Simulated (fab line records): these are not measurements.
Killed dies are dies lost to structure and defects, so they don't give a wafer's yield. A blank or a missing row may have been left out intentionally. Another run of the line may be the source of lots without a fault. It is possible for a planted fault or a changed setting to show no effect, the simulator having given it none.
The same fault as seen by 2 desks	flow nandHarc	every desk sees just its own numbers, and what lay behind them comes last

## AT THE METROLOGY DESK
What the gauges read for every lot (on any tool): the sampled wafers with a number, averaged. If a lot's mean is further than 4 standard deviations from the usual mean, the lot is out of limits and carries the mark OUT (the distance appears in the brackets).
Columns: A = cdNm at NHARC_A_CONTACT_CD_MEAS_69, usual 299.8 nm
lot	first seen here	A
L448	day 22 19:07	300.1
L454	day 25 20:41	300.2
L452	day 27 01:25	299.7
L455	day 27 08:55	299.5
L457	day 27 20:33	299.7
L451	day 28 04:31	300.4
L460	day 28 09:25	300.4
L459	day 28 09:34	299.5
L461	day 28 14:43	300.5
L464	day 29 21:38	300.2
L465	day 30 03:55	290.5 (-19) OUT
L469	day 32 23:41	292.2 (-15) OUT
Finding of this desk: L465, L469 out of limits; the first was L465 at day 30 03:55, on cdNm at NHARC_A_CONTACT_CD_MEAS_69. In limits: L448, L454, L452, L455, L457, L451, L460, L459, L461, L464.

## TOOL OWNER'S DESK, arfiScanner-03
The tool's own readings at NHARC_A_CONTACT_EXPOSE_66 (exposes mask A CC 2): means of the sampled wafers that have a number, for each lot that ran on this tool. If a lot's mean is further than 4 standard deviations from the usual mean, the lot is out of limits and carries the mark OUT (the distance appears in the brackets).
Columns: A = exposureDoseMJCm2 at NHARC_A_CONTACT_EXPOSE_66, usual 59.1
lot	first seen here	A
L448	day 22 18:59	58.8
L452	day 27 01:17	58.9
L457	day 27 20:25	58.9
L459	day 28 09:25	58.9
L465	day 30 03:47	47.1 (-31) OUT
L469	day 32 23:33	49.5 (-25) OUT
Finding of this desk: L465, L469 out of limits; the first was L465 at day 30 03:47, on exposureDoseMJCm2 at NHARC_A_CONTACT_EXPOSE_66. In limits: L448, L452, L457, L459.

## PUT TOGETHER
On L465, L469, at day 30 03:47, an alarm was possible from the tool owner's desk.
At day 30 03:55 the metrology desk could have sounded an alarm, on L465, L469.
NHARC_A_CONTACT_EXPOSE_66 was run on arfiScanner-03 by each of the lots named.

## WHAT THE SIMULATOR PUT IN
Process parameters drifting: arfiScanner-03 at NHARC_A_CONTACT_EXPOSE_66, beginning at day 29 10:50. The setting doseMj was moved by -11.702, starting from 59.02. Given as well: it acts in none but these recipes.
Shown lots that were struck: L465, L469.
Delay (hours) between the fault's onset and each desk's first out-of-limits reading: 17 at the tool owner's desk, 17 at the metrology desk.
